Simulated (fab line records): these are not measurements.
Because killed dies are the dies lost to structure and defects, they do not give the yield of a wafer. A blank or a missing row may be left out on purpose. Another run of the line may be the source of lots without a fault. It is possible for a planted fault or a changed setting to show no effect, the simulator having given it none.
Chamber matching || flow n5 finfet || N5_PMOS_HMC_CHANNEL_EPI_DESCUM_14 on rie diel-03 has 4 sister chambers
The step chemistry O2, time 7.9 s. 18 wafers are shown with their chamber, then 9 later ones without.

## EACH WAFER AND ITS CHAMBER
{"wafer": "L074.1", "chamber": 3, "throttle valve pct (%)": 20.72, "oes product au (a.u.)": 0.72, "showerhead plenum p Torr (Torr)": 2.17}
{"wafer": "L074.2", "chamber": 2, "throttle valve pct (%)": 20.71, "oes product au (a.u.)": 0.84, "showerhead plenum p Torr (Torr)": 2.15}
{"wafer": "L074.5", "chamber": 1, "throttle valve pct (%)": 20.44, "oes product au (a.u.)": 0.70, "showerhead plenum p Torr (Torr)": 2.16}
{"wafer": "L077.3", "chamber": 1, "throttle valve pct (%)": 20.47, "oes product au (a.u.)": 0.70, "showerhead plenum p Torr (Torr)": 2.16}
{"wafer": "L077.4", "chamber": 0, "throttle valve pct (%)": 20.36, "oes product au (a.u.)": 0.76, "showerhead plenum p Torr (Torr)": 2.17}
{"wafer": "L077.5", "chamber": 3, "throttle valve pct (%)": 20.71, "oes product au (a.u.)": 0.72, "showerhead plenum p Torr (Torr)": 2.17}
{"wafer": "L083.2", "chamber": 1, "throttle valve pct (%)": 20.47, "oes product au (a.u.)": 0.70, "showerhead plenum p Torr (Torr)": 2.15}
{"wafer": "L083.3", "chamber": 0, "throttle valve pct (%)": 20.38, "oes product au (a.u.)": 0.75, "showerhead plenum p Torr (Torr)": 2.17}
{"wafer": "L083.6", "chamber": 0, "throttle valve pct (%)": 20.36, "oes product au (a.u.)": 0.74, "showerhead plenum p Torr (Torr)": 2.17}
{"wafer": "L087.3", "chamber": 1, "throttle valve pct (%)": 20.48, "oes product au (a.u.)": 0.70, "showerhead plenum p Torr (Torr)": 2.15}
{"wafer": "L087.4", "chamber": 3, "throttle valve pct (%)": 20.75, "oes product au (a.u.)": 0.70, "showerhead plenum p Torr (Torr)": 2.16}
{"wafer": "L087.5", "chamber": 1, "throttle valve pct (%)": 20.48, "oes product au (a.u.)": 0.70, "showerhead plenum p Torr (Torr)": 2.15}
{"wafer": "L089.2", "chamber": 0, "throttle valve pct (%)": 20.38, "oes product au (a.u.)": 0.73, "showerhead plenum p Torr (Torr)": 2.16}
{"wafer": "L089.5", "chamber": 0, "throttle valve pct (%)": 20.38, "oes product au (a.u.)": 0.73, "showerhead plenum p Torr (Torr)": 2.16}
{"wafer": "L089.6", "chamber": 3, "throttle valve pct (%)": 20.76, "oes product au (a.u.)": 0.70, "showerhead plenum p Torr (Torr)": 2.16}
{"wafer": "L091.1", "chamber": 2, "throttle valve pct (%)": 20.75, "oes product au (a.u.)": 0.79, "showerhead plenum p Torr (Torr)": 2.14}
{"wafer": "L091.3", "chamber": 1, "throttle valve pct (%)": 20.50, "oes product au (a.u.)": 0.69, "showerhead plenum p Torr (Torr)": 2.15}
{"wafer": "L091.6", "chamber": 1, "throttle valve pct (%)": 20.50, "oes product au (a.u.)": 0.67, "showerhead plenum p Torr (Torr)": 2.15}

SIGNATURES, as means of the wafers listed above
{"reading": "throttle valve pct", "chamber 0": 20.3720, "chamber 1": 20.4771, "chamber 2": 20.7300, "chamber 3": 20.7350, "scatter within a chamber": 0.0199}
{"reading": "oes product au", "chamber 0": 0.7420, "chamber 1": 0.6943, "chamber 2": 0.8150, "chamber 3": 0.7100, "scatter within a chamber": 0.0149}
{"reading": "showerhead plenum p Torr", "chamber 0": 2.1660, "chamber 1": 2.1529, "chamber 2": 2.1450, "chamber 3": 2.1650, "scatter within a chamber": 0.00543}
Rule: a wafer lies at a distance from a chamber equal to the root of the sum of squares, over the readings, of (its reading less the chamber's mean, divided by the reading's scatter). If the next closest chamber is less than 2 further off than the closest, the wafer can't be placed; otherwise it belongs to the closest. The scatter: take each reading less its chamber's mean, square it, sum over the shown wafers, divide by the number of wafers less the number of chambers, and take the root.

## WAFERS WITH NO CHAMBER GIVEN
{"wafer": "L092.1", "throttle valve pct (%)": 20.39, "oes product au (a.u.)": 0.73, "showerhead plenum p Torr (Torr)": 2.16}
{"wafer": "L092.2", "throttle valve pct (%)": 20.50, "oes product au (a.u.)": 0.68, "showerhead plenum p Torr (Torr)": 2.15}
{"wafer": "L092.5", "throttle valve pct (%)": 20.39, "oes product au (a.u.)": 0.73, "showerhead plenum p Torr (Torr)": 2.16}
{"wafer": "L093.1", "throttle valve pct (%)": 20.40, "oes product au (a.u.)": 0.73, "showerhead plenum p Torr (Torr)": 2.16}
{"wafer": "L093.4", "throttle valve pct (%)": 20.39, "oes product au (a.u.)": 0.73, "showerhead plenum p Torr (Torr)": 2.16}
{"wafer": "L093.5", "throttle valve pct (%)": 20.76, "oes product au (a.u.)": 0.70, "showerhead plenum p Torr (Torr)": 2.16}
{"wafer": "L096.1", "throttle valve pct (%)": 20.78, "oes product au (a.u.)": 0.68, "showerhead plenum p Torr (Torr)": 2.15}
{"wafer": "L096.3", "throttle valve pct (%)": 20.78, "oes product au (a.u.)": 0.78, "showerhead plenum p Torr (Torr)": 2.14}
{"wafer": "L096.5", "throttle valve pct (%)": 20.78, "oes product au (a.u.)": 0.68, "showerhead plenum p Torr (Torr)": 2.15}

## WHICH CHAMBER EACH WENT THROUGH
{"wafer": "L092.1", "from the rows above": 0, "in truth": 0}
{"wafer": "L092.2", "from the rows above": 1, "in truth": 1}
{"wafer": "L092.5", "from the rows above": 0, "in truth": 0}
{"wafer": "L093.1", "from the rows above": 0, "in truth": 0}
{"wafer": "L093.4", "from the rows above": 0, "in truth": 0}
{"wafer": "L093.5", "from the rows above": 3, "in truth": 3}
{"wafer": "L096.1", "from the rows above": 3, "in truth": 3}
{"wafer": "L096.3", "from the rows above": 2, "in truth": 2}
{"wafer": "L096.5", "from the rows above": 3, "in truth": 3}
9 of 9 placed correctly. Number that these rows cannot place: 0. Number placed wrongly: 0.
